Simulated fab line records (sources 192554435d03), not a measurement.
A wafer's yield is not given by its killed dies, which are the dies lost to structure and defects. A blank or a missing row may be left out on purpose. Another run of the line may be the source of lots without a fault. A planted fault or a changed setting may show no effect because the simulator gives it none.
fab line records ; flow n5Finfet ; part 1 of 2: steps 1 to 21 of 30
record: lots: 5; wafers: 15; lastDay: 17
route steps=1938 shown BEOL_M13@1684
lots with no fault: from the same line, run without faults
startH: hours from the record's opening day to when the first of the lot's shown wafers began ; waitH: how many hours have passed since the lot's step before this one ; " the same as in the row above ; L1.1+2: a single row standing in for several wafers ; - no value present, or no start provided ; * or withheld: withheld ; < > ~ a bound
route shown NAME@n: names a module that has steps shown in the file, with the first one's number in the route ; usual: mean/standard deviation of fault-free wafers ; same: alike in all rows ; chamber/n: place in a boat ; sites: readings site by site ; _std_site: standard deviation across them ; _edge_site: the outer-site mean with the inner-site mean subtracted ; radiusMm: for every site, how far away it sits from the centre of the wafer ; mask NAME#n: copy n ; behind: the tool/chamber that last shaped the wafer ; hold: cause of the lot's hold/its duration in hours/its outcome ; device: which transistor (n, p or np) failed to switch ; end of line: tests of these same wafers at the route's end ; where a step has no rows: the recipe by itself ; killed: dies that structure and defects cost at the first sort, which is not the same as the wafer's yield ; map: shows each die of a wafer: x if killed, . if not, _ if none is there
set.NAME: the setting the step ran with; set.NAME@STEP: the setting that earlier step ran with ; model.NAME: the simulator's own value behind a step, which no gauge read
lots at selected steps of the route; one table per step, one row per wafer
services: the hour from which a tool's chamber was out of use, counted from the record's first day as startH (under 0 if before that day), plus the number of hours and why
== steps ==
step: N5_BEOL_M13_SOFTBAKE_23
recipe: tempC: 130; timeS: 60
usual: plateTempC: 129.99/0.14
lot.wafer;tool;chamber;startH;waitH;plateTempC
L079.2;lithoTrack-04;0;-;-;130.18
L079.3;lithoTrack-04;0;-;-;129.85
L079.4;lithoTrack-04;0;-;-;130.26
L081.1;lithoTrack-02;0;-;-;129.99
L081.2;lithoTrack-02;0;-;-;129.95
L081.3;lithoTrack-02;0;-;-;130.08
L084.4;lithoTrack-01;0;-;-;129.97
L084.5;lithoTrack-01;0;-;-;129.89
L084.6;lithoTrack-01;0;-;-;130.07
L090.1;lithoTrack-04;0;-;-;130.01
L090.3;lithoTrack-04;0;-;-;129.97
L090.4;lithoTrack-04;0;-;-;129.90
L093.1;lithoTrack-01;0;-;-;129.98
L093.2;lithoTrack-01;0;-;-;130.13
L093.5;lithoTrack-01;0;-;-;130.08
step: N5_BEOL_M13_EXPOSE_25
recipe: maskId: M13; na: 0.93; sourceShape: conventional; sigmaOuter: 0.4; polarization: unpolarized; targetCdNm: 210; doseMj: 22
usual: focusOffsetNm: -0.1/0.55; stageVelMmS: 500.03/0.25
lot.wafer;tool;chamber;startH;waitH;mask;focusOffsetNm;stageVelMmS
L079.2;krfScanner-01;0;271.93;-;M13#0;-0.1;500.39
L079.3;krfScanner-01;0;271.93;-;M13#0;-1.0;500.11
L079.4;krfScanner-01;0;271.93;-;M13#0;-0.5;500.09
L081.1;krfScanner-01;0;286.36;-;M13#0;-0.5;500.11
L081.2;krfScanner-01;0;286.36;-;M13#0;-0.5;499.82
L081.3;krfScanner-01;0;286.36;-;M13#0;0.7;499.51
L084.4;krfScanner-01;0;302.05;-;M13#0;-0.2;500.47
L084.5;krfScanner-01;0;302.05;-;M13#0;-0.6;500.04
L084.6;krfScanner-01;0;302.05;-;M13#0;-0.5;500.51
L090.1;krfScanner-01;0;338.60;-;M13#0;-0.1;500.47
L090.3;krfScanner-01;0;338.60;-;M13#0;-0.2;499.73
L090.4;krfScanner-01;0;338.60;-;M13#0;-0.6;499.91
L093.1;krfScanner-01;0;369.59;-;M13#0;-0.4;500.25
L093.2;krfScanner-01;0;369.59;-;M13#0;0.7;499.94
L093.5;krfScanner-01;0;369.59;-;M13#0;-0.6;499.76
step: N5_BEOL_M13_PEB_26
recipe: pebTempC: 130; pebTimeS: 90
usual: plateTempC: 130.04/0.13
lot.wafer;tool;chamber;startH;waitH;plateTempC
L079.2;lithoTrack-04;0;271.98;0.0;129.94
L079.3;lithoTrack-04;0;271.98;0.0;130.06
L079.4;lithoTrack-04;0;271.98;0.0;130.00
L081.1;lithoTrack-02;0;286.42;0.1;129.97
L081.2;lithoTrack-02;0;286.42;0.1;130.02
L081.3;lithoTrack-02;0;286.42;0.1;129.97
L084.4;lithoTrack-01;0;302.10;0.0;129.99
L084.5;lithoTrack-01;0;302.10;0.0;129.95
L084.6;lithoTrack-01;0;302.10;0.0;130.02
L090.1;lithoTrack-02;0;338.66;0.1;130.02
L090.3;lithoTrack-02;0;338.66;0.1;129.97
L090.4;lithoTrack-02;0;338.66;0.1;129.94
L093.1;lithoTrack-01;0;369.64;0.1;130.02
L093.2;lithoTrack-01;0;369.64;0.1;129.90
L093.5;lithoTrack-01;0;369.64;0.1;130.11
step: N5_BEOL_M13_DEVELOP_27
recipe: developTimeS: 45; rinseLiquid: diw; dry: airSpin; devTempC: 21
lot.wafer;tool;chamber;startH;waitH
L079.2+3+4;lithoTrack-04;0;-;-
L081.1+2+3;lithoTrack-02;0;-;-
L084.4+5+6;lithoTrack-01;0;-;-
L090.1+3+4;lithoTrack-02;0;-;-
L093.1+2+5;lithoTrack-01;0;-;-
step: N5_BEOL_M13_HARDBAKE_32
recipe: tempC: 130; timeS: 120
usual: plateTempC: 129.98/0.15
lot.wafer;tool;chamber;startH;waitH;plateTempC
L079.2;lithoTrack-04;0;-;-;129.87
L079.3;lithoTrack-04;0;-;-;129.82
L079.4;lithoTrack-04;0;-;-;130.17
L081.1;lithoTrack-02;0;-;-;130.18
L081.2;lithoTrack-02;0;-;-;129.94
L081.3;lithoTrack-02;0;-;-;130.06
L084.4;lithoTrack-01;0;-;-;129.99
L084.5;lithoTrack-01;0;-;-;130.04
L084.6;lithoTrack-01;0;-;-;129.83
L090.1;lithoTrack-02;0;-;-;130.19
L090.3;lithoTrack-02;0;-;-;130.22
L090.4;lithoTrack-02;0;-;-;129.89
L093.1;lithoTrack-01;0;-;-;129.91
L093.2;lithoTrack-01;0;-;-;130.00
L093.5;lithoTrack-01;0;-;-;130.00
step: N5_BEOL_M13_CD_MEAS_28
recipe: targetCdNm: 209.5; landingEnergyEv: 500; detector: seInlens
usual: cdNm: 209.4/0.84
lot.wafer;tool;chamber;startH;waitH;cdNm
L079.2;cdSem-01;0;272.10;-;208.2
L079.3;cdSem-01;0;272.10;-;209.2
L079.4;cdSem-01;0;272.10;-;208.3
L081.1;cdSem-01;0;286.53;-;210.1
L081.2;cdSem-01;0;286.53;-;209.3
L081.3;cdSem-01;0;286.53;-;210.2
L084.4;cdSem-01;0;302.21;-;209.8
L084.5;cdSem-01;0;302.21;-;209.4
L084.6;cdSem-01;0;302.21;-;210.6
L090.1;cdSem-03;0;338.77;-;209.2
L090.3;cdSem-03;0;338.77;-;209.3
L090.4;cdSem-03;0;338.77;-;209.0
L093.1;cdSem-03;0;369.76;-;208.7
L093.2;cdSem-03;0;369.76;-;208.4
L093.5;cdSem-03;0;369.76;-;208.4
step: N5_BEOL_M13_OVL_MEAS_29
recipe: pointsPerWafer: 44
usual: M13_OVL: 3/5.9
lot.wafer;tool;chamber;startH;waitH;M13_OVL[nm]
L079.2;overlay-02;0;272.13;0.0;-6
L079.3;overlay-02;0;272.13;0.0;0
L079.4;overlay-02;0;272.13;0.0;-9
L081.1;overlay-01;0;286.56;0.0;-4
L081.2;overlay-01;0;286.56;0.0;-4
L081.3;overlay-01;0;286.56;0.0;-4
L084.4;overlay-01;0;302.24;0.0;9
L084.5;overlay-01;0;302.24;0.0;1
L084.6;overlay-01;0;302.24;0.0;3
L090.1;overlay-01;0;338.80;0.0;8
L090.3;overlay-01;0;338.80;0.0;2
L090.4;overlay-01;0;338.80;0.0;14
L093.1;overlay-02;0;369.79;0.0;5
L093.2;overlay-02;0;369.79;0.0;3
L093.5;overlay-02;0;369.79;0.0;2
step: N5_BEOL_M13_INSPECT_30
recipe: mode: adi; inspectInstrument: macro
usual: rawDefectCount: 1.9/1.5
lot.wafer;tool;chamber;startH;waitH;rawDefectCount
L079.2;defectInspect-01;-;272.15;0.0;1
L079.3;defectInspect-01;-;272.15;0.0;3
L079.4;defectInspect-01;-;272.15;0.0;2
L081.1;defectInspect-01;-;286.59;0.0;4
L081.2;defectInspect-01;-;286.59;0.0;2
L081.3;defectInspect-01;-;286.59;0.0;3
L084.4;defectInspect-02;-;302.26;0.0;1
L084.5;defectInspect-02;-;302.26;0.0;1
L084.6;defectInspect-02;-;302.26;0.0;2
L090.1;defectInspect-01;-;338.83;0.0;3
L090.3;defectInspect-01;-;338.83;0.0;0
L090.4;defectInspect-01;-;338.83;0.0;1
L093.1;defectInspect-01;-;369.81;0.0;2
L093.2;defectInspect-01;-;369.81;0.0;4
L093.5;defectInspect-01;-;369.81;0.0;5
step: N5_BEOL_M13_DESCUM_33
recipe: chemistry: O2; timeS: 7.9; sourcePowerW: 50; biasPowerW: 20; pressureMtorr: 20; rfFrequencyHz: 2.712e+07; tempC: 40; o2FlowSccm: 225
usual: drypumpMotorCurrentA: 5.8/0.41; oesProductAu: 0.79/0.074; rfVppV: 243.0/1.1; showerheadPlenumPTorr: 2.09/0.051; throttleValvePct: 20.36/0.25
lot.wafer;tool;chamber;startH;waitH;drypumpMotorCurrentA;oesProductAu;rfHoursCounterH;rfVppV;showerheadPlenumPTorr;throttleValvePct
L079.2;rieDiel-01;3;272.18;0.0;5.2;0.92;26;244.7;2.13;20.09
L079.3;rieDiel-01;0;272.18;0.0;5.6;0.74;166;242.8;2.09;20.50
L079.4;rieDiel-01;0;272.18;0.0;5.6;0.75;-;241.5;2.09;20.49
L081.1;rieDiel-03;3;286.74;0.2;6.2;0.84;73;244.2;2.13;20.35
L081.2;rieDiel-03;2;286.74;0.2;5.5;0.71;168;243.6;2.08;20.38
L081.3;rieDiel-03;0;286.74;0.2;6.2;0.74;162;241.2;2.00;20.17
L084.4;rieDiel-03;1;302.90;0.6;6.1;0.71;199;245.2;2.17;20.48
L084.5;rieDiel-03;3;302.90;0.6;6.2;0.84;-;243.2;2.13;20.36
L084.6;rieDiel-03;2;302.90;0.6;5.4;0.71;-;243.0;2.08;20.39
L090.1;rieDiel-05;3;339.38;0.5;5.4;0.72;208;242.9;2.07;20.96
L090.3;rieDiel-05;1;339.38;0.5;6.2;0.77;132;242.3;2.10;20.82
L090.4;rieDiel-05;2;339.38;0.5;5.0;0.85;60;243.3;2.13;19.90
L093.1;rieDiel-03;2;369.85;0.0;5.4;0.69;198;244.4;2.07;20.42
L093.2;rieDiel-03;1;369.85;0.0;6.1;0.69;217;244.9;2.16;20.49
L093.5;rieDiel-03;0;369.85;0.0;6.2;0.73;-;240.7;1.99;20.21
step: N5_BEOL_M13_ETCH_67
recipe: chemistry: CF4; target: SiARC; targetDepthA: 1430; timeS: 238.3; ionEnergyEv: 80; pressureMtorr: 40; sourceW: 545; biasW: 36; Ar_flow_sccm: 100; cf4FlowSccm: 100; ends: cleared
usual: drypumpMotorCurrentA: 5.8/0.41; etchRfOnTimeS: 238/4.2; oesProductAu: 0.67/0.065; rfVppV: 184.1/1.1; showerheadPlenumPTorr: 2.14/0.048; throttleValvePct: 15.54/0.23
lot.wafer;tool;chamber;startH;waitH;drypumpMotorCurrentA;etchRfOnTimeS;oesProductAu;rfHoursCounterH;rfVppV;showerheadPlenumPTorr;throttleValvePct
L079.2;rieDiel-01;3;272.22;0.0;5.1;234;0.79;26;184.0;2.18;15.31
L079.3;rieDiel-01;0;272.22;0.0;5.6;237;0.64;166;183.5;2.14;15.64
L079.4;rieDiel-01;0;272.22;0.0;5.6;238;0.63;-;184.7;2.14;15.62
L081.1;rieDiel-03;3;286.78;0.0;6.2;240;0.72;73;182.7;2.16;15.44
L081.2;rieDiel-03;2;286.78;0.0;5.5;235;0.62;168;183.8;2.14;15.62
L081.3;rieDiel-03;0;286.78;0.0;6.2;242;0.64;162;184.1;2.06;15.46
L084.4;rieDiel-03;1;302.93;0.0;6.1;243;0.59;199;185.4;2.21;15.68
L084.5;rieDiel-03;3;302.93;0.0;6.2;241;0.71;-;185.3;2.16;15.45
L084.6;rieDiel-03;2;302.93;0.0;5.5;235;0.62;-;183.6;2.14;15.61
L090.1;rieDiel-05;3;339.41;0.0;5.4;238;0.61;208;183.7;2.13;16.19
L090.3;rieDiel-05;1;339.41;0.0;6.2;241;0.66;132;184.2;2.15;15.93
L090.4;rieDiel-05;2;339.41;0.0;5.0;232;0.73;60;185.8;2.17;15.08
L093.1;rieDiel-03;3;369.88;0.0;6.2;238;0.69;103;183.1;2.15;15.50
L093.2;rieDiel-03;0;369.88;0.0;6.1;245;0.62;190;182.5;2.05;15.51
L093.5;rieDiel-03;3;369.88;0.0;6.2;241;0.68;-;184.5;2.15;15.51
step: N5_BEOL_M13_ETCH_68
recipe: chemistry: N2/H2; target: SOC; maskMaterial: SiARC; sourceW: 3000; biasW: 350; tempC: 40; timeS: 355; ionEnergyEv: 200; pressureMtorr: 30; n2FlowSccm: 200; h2FlowSccm: 200
usual: drypumpMotorCurrentA: 5.8/0.41; oesProductAu: 0.79/0.075; rfVppV: 523.8/1.8; showerheadPlenumPTorr: 2.54/0.062; throttleValvePct: 17.69/0.26
lot.wafer;tool;chamber;startH;waitH;drypumpMotorCurrentA;oesProductAu;rfHoursCounterH;rfVppV;showerheadPlenumPTorr;throttleValvePct
L079.2;rieDiel-01;3;272.36;0.1;5.1;0.92;26;525.1;2.60;17.47
L079.3;rieDiel-01;0;272.36;0.1;5.6;0.73;166;524.1;2.54;17.86
L079.4;rieDiel-01;0;272.36;0.1;5.6;0.73;-;524.7;2.54;17.85
L081.1;rieDiel-03;3;286.93;0.1;6.3;0.84;74;525.4;2.58;17.62
L081.2;rieDiel-03;2;286.93;0.1;5.5;0.72;168;522.6;2.54;17.86
L081.3;rieDiel-03;0;286.93;0.1;6.2;0.76;162;521.2;2.44;17.52
L084.4;rieDiel-03;1;303.08;0.1;6.2;0.70;199;526.7;2.64;17.89
L084.5;rieDiel-03;3;303.08;0.1;6.3;0.83;-;525.0;2.58;17.64
L084.6;rieDiel-03;2;303.08;0.1;5.5;0.71;-;523.8;2.53;17.84
L090.1;rieDiel-05;3;339.56;0.1;5.4;0.72;208;523.4;2.51;18.20
L090.3;rieDiel-05;1;339.56;0.1;6.2;0.77;132;523.3;2.54;18.11
L090.4;rieDiel-05;2;339.56;0.1;5.0;0.84;61;525.0;2.58;17.12
L093.1;rieDiel-03;2;370.03;0.1;5.5;0.70;198;523.2;2.52;17.90
L093.2;rieDiel-03;1;370.03;0.1;6.2;0.70;217;527.5;2.63;17.91
L093.5;rieDiel-03;3;370.03;0.1;6.3;0.81;-;524.1;2.57;17.67
step: N5_BEOL_M13_STRIP_69
recipe: chemistry: N2/H2; tempC: 40; n2FlowSccm: 200; h2FlowSccm: 200; rfFrequencyHz: 6e+07
lot.wafer;tool;chamber;startH;waitH
L079.2+3+4;rieDiel-01;3,0,0;272.58;0.1
L081.1+2+3;rieDiel-03;3,2,0;287.14;0.1
L084.4+5+6;rieDiel-03;1,3,2;303.29;0.1
L090.1+3+4;rieDiel-05;3,1,2;339.77;0.1
L093.1+2+5;rieDiel-03;2,1,3;370.24;0.1
step: N5_BEOL_M13_TRENCH_ETCH_34
recipe: chemistry: C4F8/O2/Ar; target: SiOC; targetDepthA: 4134.7; maskMaterial: SOC; pressureMtorr: 30; sourceW: 3000; biasW: 700; Ar_flow_sccm: 400; C4F8_flow_sccm: 15; O2_flow_sccm: 8; heInnerTorr: 15; heOuterTorr: 30; timeS: 162.6; ionEnergyEv: 250
usual: drypumpMotorCurrentA: 5.8/0.41; oesProductAu: 0.79/0.075; rfVppV: 665.4/2.3; showerheadPlenumPTorr: 3.41/0.077; throttleValvePct: 24.10/0.24
lot.wafer;tool;chamber;startH;waitH;drypumpMotorCurrentA;oesProductAu;rfHoursCounterH;rfVppV;showerheadPlenumPTorr;throttleValvePct
L079.2;rieDiel-01;3;272.59;0.0;5.2;0.91;26;667.9;3.48;23.91
L079.3;rieDiel-01;0;272.59;0.0;5.6;0.75;166;665.6;3.42;24.23
L079.4;rieDiel-01;0;272.59;0.0;5.6;0.74;-;665.5;3.42;24.22
L081.1;rieDiel-03;3;287.15;0.0;6.2;0.84;74;667.5;3.45;24.03
L081.2;rieDiel-03;2;287.15;0.0;5.4;0.72;168;664.9;3.41;24.15
L081.3;rieDiel-03;0;287.15;0.0;6.2;0.76;162;662.3;3.28;23.90
L084.4;rieDiel-03;1;303.30;0.0;6.1;0.71;199;668.5;3.53;24.21
L084.5;rieDiel-03;3;303.30;0.0;6.2;0.84;-;667.0;3.45;24.02
L084.6;rieDiel-03;2;303.30;0.0;5.5;0.71;-;665.7;3.40;24.17
L090.1;rieDiel-05;3;339.78;0.0;5.4;0.71;208;664.3;3.38;24.70
L090.3;rieDiel-05;1;339.78;0.0;6.2;0.77;132;665.8;3.43;24.59
L090.4;rieDiel-05;2;339.78;0.0;5.0;0.84;61;666.7;3.47;23.66
L093.1;rieDiel-03;2;370.25;0.0;5.5;0.69;198;665.0;3.39;24.19
L093.2;rieDiel-03;1;370.25;0.0;6.1;0.69;217;668.0;3.52;24.21
L093.5;rieDiel-03;3;370.25;0.0;6.3;0.80;-;666.0;3.44;24.08
step: N5_BEOL_M13_STRIP_70
recipe: chemistry: C4F8/O2/Ar; resist: SiARC; rfFrequencyHz: 6e+07
lot.wafer;tool;chamber;startH;waitH
L079.2+3+4;rieDiel-01;3,0,0;272.72;0.1
L081.1+2+3;rieDiel-03;3,2,0;287.28;0.1
L084.4+5+6;rieDiel-03;1,3,2;303.43;0.1
L090.1+3+4;rieDiel-05;3,1,2;339.91;0.1
L093.1+2+5;rieDiel-03;2,1,3;370.38;0.1
step: N5_BEOL_M13_OCD_MEAS_35
usual: trenchDepthNm: 411/6.1
lot.wafer;tool;chamber;startH;waitH;trenchDepthNm
L079.2;ocd-01;-;272.77;0.0;410
L079.3;ocd-01;-;272.77;0.0;411
L079.4;ocd-01;-;272.77;0.0;408
L081.1;ocd-01;-;287.32;0.0;413
L081.2;ocd-01;-;287.32;0.0;404
L081.3;ocd-01;-;287.32;0.0;408
L084.4;ocd-01;-;303.48;0.0;405
L084.5;ocd-01;-;303.48;0.0;413
L084.6;ocd-01;-;303.48;0.0;407
L090.1;ocd-01;-;339.95;0.0;412
L090.3;ocd-01;-;339.95;0.0;410
L090.4;ocd-01;-;339.95;0.0;421
L093.1;ocd-01;-;370.42;0.0;401
L093.2;ocd-01;-;370.42;0.0;399
L093.5;ocd-01;-;370.42;0.0;410
step: N5_BEOL_M13_STRIP_37
recipe: chemistry: N2/H2; powerW: 1000; tempC: 250; h2Frac: 0.65; overashFraction: 0.3; pressureMtorr: withheld; n2FlowSccm: 1750; h2FlowSccm: 3250
usual: drypumpMotorCurrentA: 6.2/0.41; heaterPowerW: 339/22; oesProductAu: 0.785/0.012
lot.wafer;tool;chamber;startH;waitH;drypumpMotorCurrentA;heaterPowerW;oesProductAu;rfHoursCounterH
L079.2;plasmaAsher-01;1;272.81;0.0;6.5;345;0.796;72
L079.3;plasmaAsher-01;1;272.81;0.0;6.5;345;0.779;-
L079.4;plasmaAsher-01;0;272.81;0.0;5.5;373;0.792;-
L081.1;plasmaAsher-02;1;287.36;0.0;6.5;310;0.775;135
L081.2;plasmaAsher-02;0;287.36;0.0;6.4;329;0.787;135
L081.3;plasmaAsher-02;0;287.36;0.0;6.4;332;0.786;-
L084.4;plasmaAsher-02;0;303.53;0.1;6.4;335;0.763;-
L084.5;plasmaAsher-02;1;303.53;0.1;6.5;316;0.768;-
L084.6;plasmaAsher-02;0;303.53;0.1;6.4;336;0.789;-
L090.1;plasmaAsher-01;0;339.99;0.0;5.6;373;0.811;86
L090.3;plasmaAsher-01;0;339.99;0.0;5.6;365;0.769;-
L090.4;plasmaAsher-01;1;339.99;0.0;6.5;340;0.793;-
L093.1;plasmaAsher-01;0;370.46;0.0;5.6;372;0.792;92
L093.2;plasmaAsher-01;1;370.46;0.0;6.5;333;0.807;92
L093.5;plasmaAsher-01;0;370.46;0.0;5.6;361;0.782;-
step: N5_BEOL_M13_ETCH_38
recipe: chemistry: CF4/N2; target: SiCN; targetDepthA: 675; taperDeg: 2; timeS: 71.9; ionEnergyEv: 150; maskMaterial: SiO2; pressureMtorr: 40; sourceW: 430; biasW: 70; Ar_flow_sccm: 100; cf4FlowSccm: 60; n2FlowSccm: 60
usual: drypumpMotorCurrentA: 5.8/0.4; oesProductAu: 0.79/0.074; rfVppV: 382.2/1.4; showerheadPlenumPTorr: 2.21/0.05; throttleValvePct: 15.36/0.19
lot.wafer;tool;chamber;startH;waitH;drypumpMotorCurrentA;oesProductAu;rfHoursCounterH;rfVppV;showerheadPlenumPTorr;throttleValvePct
L079.2;rieDiel-03;0;274.75;-;6.2;0.75;154;380.7;2.12;15.26
L079.3;rieDiel-03;1;274.75;-;6.1;0.71;184;384.1;2.29;15.47
L079.4;rieDiel-03;0;274.75;-;6.2;0.76;-;380.4;2.12;15.28
L081.1;rieDiel-03;2;288.61;-;5.5;0.72;169;381.6;2.20;15.45
L081.2;rieDiel-03;0;288.61;-;6.2;0.74;163;381.1;2.12;15.28
L081.3;rieDiel-03;3;288.61;-;6.2;0.83;74;382.0;2.23;15.29
L084.4;rieDiel-05;2;305.62;-;5.0;0.88;50;382.1;2.24;14.89
L084.5;rieDiel-05;2;305.62;-;5.0;0.87;-;382.9;2.24;14.88
L084.6;rieDiel-05;3;305.62;-;5.4;0.73;-;381.8;2.19;15.97
L090.1;rieDiel-01;0;344.53;-;5.6;0.72;191;382.7;2.20;15.53
L090.3;rieDiel-01;1;344.53;-;5.7;0.79;129;383.3;2.22;15.46
L090.4;rieDiel-01;3;344.53;-;5.2;0.89;53;382.8;2.24;15.18
L093.1;rieDiel-05;0;371.73;-;5.7;0.92;23;381.6;2.16;15.38
L093.2;rieDiel-05;2;371.73;-;5.0;0.84;73;382.7;2.23;14.94
L093.5;rieDiel-05;0;371.73;-;5.7;0.91;-;381.5;2.16;15.40
step: N5_BEOL_M13_PRECLEAN_39
recipe: chemistry: residueRemover; timeS: 60; tempC: 40
lot.wafer;tool;chamber;startH;waitH
L079.2+3+4;wetBench-03;2,4,6;274.88;0.1
L081.1+2+3;wetBench-04;7,4,3;288.74;0.1
L084.4+5+6;wetBench-03;5,0,1;305.74;0.1
L090.1+3+4;wetBench-02;6,5,0;344.67;0.1
L093.1+2+5;wetBench-03;4,3,2;371.86;0.1
step: N5_BEOL_M13_SRD_40
recipe: timeS: 30; tempC: 23; rinseLiquid: diw; dry: n2Spin; spinRpm: 1500; dryTimeS: 30
usual: spinRpm: 1500.1/0.78
same: dryTimeS: 30
lot.wafer;tool;chamber;startH;waitH;spinRpm
L079.2;wetBench-03;2;274.90;0.0;1500.2
L079.3;wetBench-03;4;274.90;0.0;1500.4
L079.4;wetBench-03;6;274.90;0.0;1500.6
L081.1;wetBench-04;7;288.76;0.0;1499.9
L081.2;wetBench-04;4;288.76;0.0;1499.6
L081.3;wetBench-04;3;288.76;0.0;1500.5
L084.4;wetBench-03;5;305.77;0.0;1499.5
L084.5;wetBench-03;0;305.77;0.0;1499.4
L084.6;wetBench-03;1;305.77;0.0;1500.7
L090.1;wetBench-02;6;344.69;0.0;1500.0
L090.3;wetBench-02;5;344.69;0.0;1500.9
L090.4;wetBench-02;0;344.69;0.0;1500.9
L093.1;wetBench-03;4;371.88;0.0;1501.9
L093.2;wetBench-03;3;371.88;0.0;1499.9
L093.5;wetBench-03;2;371.88;0.0;1499.9
step: N5_BEOL_M13_DEGAS_41
recipe: ambient: vacuum; tempC: 250; timeS: 60
usual: heaterPowerW: 337/35
lot.wafer;tool;chamber;startH;waitH;heaterPowerW
L079.2;pvdSputter-03;-;275.21;0.3;299
L079.3;pvdSputter-03;-;275.21;0.3;343
L079.4;pvdSputter-03;-;275.21;0.3;328
L081.1;pvdSputter-02;-;289.18;0.4;312
L081.2;pvdSputter-02;-;289.18;0.4;426
L081.3;pvdSputter-02;-;289.18;0.4;396
L084.4;pvdSputter-01;-;306.11;0.3;363
L084.5;pvdSputter-01;-;306.11;0.3;363
L084.6;pvdSputter-01;-;306.11;0.3;389
L090.1;pvdSputter-01;-;345.49;0.8;312
L090.3;pvdSputter-01;-;345.49;0.8;339
L090.4;pvdSputter-01;-;345.49;0.8;375
L093.1;pvdSputter-01;-;371.93;0.0;311
L093.2;pvdSputter-01;-;371.93;0.0;345
L093.5;pvdSputter-01;-;371.93;0.0;318
step: N5_BEOL_M13_PRE_CLEAN_42
recipe: gas: H2/He; timeS: 30; tempC: 250
usual: heaterPowerW: 337/34
lot.wafer;tool;chamber;startH;waitH;heaterPowerW
L079.2;pvdSputter-03;-;275.25;0.0;303
L079.3;pvdSputter-03;-;275.25;0.0;350
L079.4;pvdSputter-03;-;275.25;0.0;334
L081.1;pvdSputter-02;-;289.22;0.0;306
L081.2;pvdSputter-02;-;289.22;0.0;417
L081.3;pvdSputter-02;-;289.22;0.0;393
L084.4;pvdSputter-01;-;306.15;0.0;365
L084.5;pvdSputter-01;-;306.15;0.0;368
L084.6;pvdSputter-01;-;306.15;0.0;386
L090.1;pvdSputter-01;-;345.53;0.0;319
L090.3;pvdSputter-01;-;345.53;0.0;355
L090.4;pvdSputter-01;-;345.53;0.0;370
L093.1;pvdSputter-01;-;371.97;0.0;309
L093.2;pvdSputter-01;-;371.97;0.0;346
L093.5;pvdSputter-01;-;371.97;0.0;309
